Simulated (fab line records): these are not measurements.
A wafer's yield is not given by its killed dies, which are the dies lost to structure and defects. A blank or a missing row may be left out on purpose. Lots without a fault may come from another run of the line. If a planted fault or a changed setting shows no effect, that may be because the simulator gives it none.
Struck lot and sound lot, side by side    flow n5-finfet    37 out of 1938 route steps
Sound: the wafers L170.1, L170.2, L170.4. Wafers L179.1, L179.3, L179.5 were the ones struck. Last of all comes the cause.
For every step that has rows: the tool of each side, followed by ch and its chambers, followed by its first start. Under that, the readings that differ: sound wafers    struck wafers    difference of the means    sigmas: that difference in standard deviations of wafers without a fault.
alike: words and numbers the same on both sides, and readings whose means are apart by under 2 such deviations; not compared: readings that were withheld, readings missing a value for some wafer, numbers with overlapping values and no deviation given by the record, and bounds like >300 which may hide the same value.
A row with sigmas, a row that says differs or no value, or rows on one side alone: a step with any of these is where the two part. Numbers that don't overlap but have no deviation are shown without sigmas and don't part them. A reading that every wafer of one side lacks parts them only if that side has two wafers or more.

first, 9 steps without rows for these wafers: N5_BEOL_M4_ANNEAL_95 (time 240 s); N5_BEOL_M4_SPUTTER_96 (material Cu, target thk 4.5 nm, time 8.29 s); N5_BEOL_M4_ECD_50 (material Cu, target thk 300 nm); N5_BEOL_M4_ANNEAL_51 (time 90 s); N5_BEOL_M4_CMP_52 (polishes, stops on SiOC, t overpolish 6.8 s, target thk 40 nm); N5_BEOL_M4_PRE_CLEAN_60 (time 15 s); N5_BEOL_M4_CO_CAP_55 (material Co, precursor CCTBA/H2, target thk 2 nm, time 102.1 s); N5_BEOL_M4_PRE_CLEAN_56 (time 15 s); N5_BEOL_M4_DEP_57 (deposits SiCN from 3MS/NH3, target thk 8 nm, time 14 s).
N5_BEOL_M4_RC_MEAS_101:
  sound on prober-01 ch 0, day 7 17:04; struck on prober-01 ch 0, day 10 02:05
  alike: DIBL_N, DIBL_P, IOFF_N, IOFF_P, ION_N, ION_P, SS_N, SS_P, VT_N, VT_P
then, 24 steps without rows for these wafers: N5_BEOL_M5_ILD_DEP_00 (deposits SiCOH lowk from DEMS/porogen, target thk 140.64 nm, time 25.9 s); N5_BEOL_M5_CURE_79 (cures SiCOH lowk, time 240 s); N5_BEOL_M5_PECVD_70 (deposits SiO2 from TEOS/O2, target thk 16 nm, time 18 s); N5_BEOL_M5_HM_DEP_02 (deposits TiN, target thk 20 nm); N5_BEOL_M5_COAT_59 (time 60 s, resist thk 60 nm); N5_BEOL_M5_COAT_60 (time 60 s, resist thk 12 nm); N5_BEOL_M5_COAT_71 (time 60 s, resist thk 5 nm); N5_BEOL_M5_COAT_05 (resist thk 30 nm); N5_BEOL_M5_EBR_07; N5_BEOL_M5_SOFTBAKE_06 (time 60 s); N5_BEOL_M5_EXPOSE_08 (exposes mask M5, target cd 28 nm); N5_BEOL_M5_PEB_09 (peb time 60 s); N5_BEOL_M5_DEVELOP_10 (develop time 30 s); N5_BEOL_M5_DESCUM_16 (chemistry O2, time 7 s); N5_BEOL_M5_ETCH_72 (etches underlayer in N2/H2, target depth 6.5 nm, time 5.2 s); N5_BEOL_M5_ETCH_61 (etches SiARC in CF4, target depth 15.6 nm, time 26 s); N5_BEOL_M5_ETCH_62 (etches SOC in N2/H2, target depth 75 nm, overetch 15 nm, time 112.5 s); N5_BEOL_M5_STRIP_63 (strips in N2/H2); N5_BEOL_M5_STRIP_73 (strips in N2/H2); N5_BEOL_M5_STRIP_64 (strips in CF4); N5_BEOL_M5_HM_OPEN_17 (chemistry Cl2/BCl3, target TiN, target depth 20 nm, overetch 6 nm); N5_BEOL_M5_STRIP_19 (strips in O2); N5_BEOL_M5_COAT_65 (time 60 s, resist thk 60 nm); N5_BEOL_M5_COAT_66 (time 60 s, resist thk 12 nm).
N5_BEOL_M7_ANNEAL_51: time 90 s.
  struck on rtp-anneal-01, day 11 03:26; sound on rtp-anneal-02 ch 0, day 8 19:56
  no value came back on the struck wafers for anneal-temp-c (C), anneal-temp-c-max, wafer_temp_C_max; on the sound wafers anneal-temp-c (C) reads 224.83 224.99 225.02
N5_BEOL_M7_CMP_52: polishes, stops on SiCOH lowk, t overpolish 6.9 s, target thk 80 nm.
  sound on cmp-01 ch 0,1,2, day 8 20:14; struck on cmp-02 ch 1,2, day 11 03:45
reading                       sound           struck          difference  sigmas
barrier-field-endpoint-s (s)  29.9 28.7 29.5  34.1 33.4 33.6  +4.3        +5
time-to-endpoint-s (s)        69 61 62        80 79 80        +16         +5
  alike: clearing-platen-down-force-psi, motor-current-A, overpolish-run-s
-- a jump in the record: the struck wafers' starts before and after are 3 days apart (it breaks off in module BEOL_M7 and resumes in module PASSIVATION, where the first step shown is number 1936 of the route) --
N5_PASSIVATION_PROBE_49:
  sound on prober-01, day 12 00:26; struck on prober-01, day 14 03:50
reading                   sound           struck          difference  sigmas
defect-limited-yield (%)  90.8 92.0 91.6  80.2 50.3 71.9  -24.0       -16
killed_at_M4_up           13 8 13         138 468 221     +264        +47
killed-dies               108 94 99       234 587 332     +284        +16
killed-on-rim             14 13 17        17 15 152       +47         +12
sort-n-pass               1072 1086 1081  946 593 848     -284        -16
sort-yield-pct (%)        90.8 92.0 91.6  80.2 50.3 71.9  -24.0       -16
  alike: killed_at_M0_to_M3, killed-at-contacts, killed-at-front-end, killed-at-other, killed-open, killed-short, sort_bin_5_function, sort_bin_6_memory

WHERE THEY PART
At N5_BEOL_M7_ANNEAL_51 first; at N5_PASSIVATION_PROBE_49 last (within this record only).

WHY: what the simulator had put in
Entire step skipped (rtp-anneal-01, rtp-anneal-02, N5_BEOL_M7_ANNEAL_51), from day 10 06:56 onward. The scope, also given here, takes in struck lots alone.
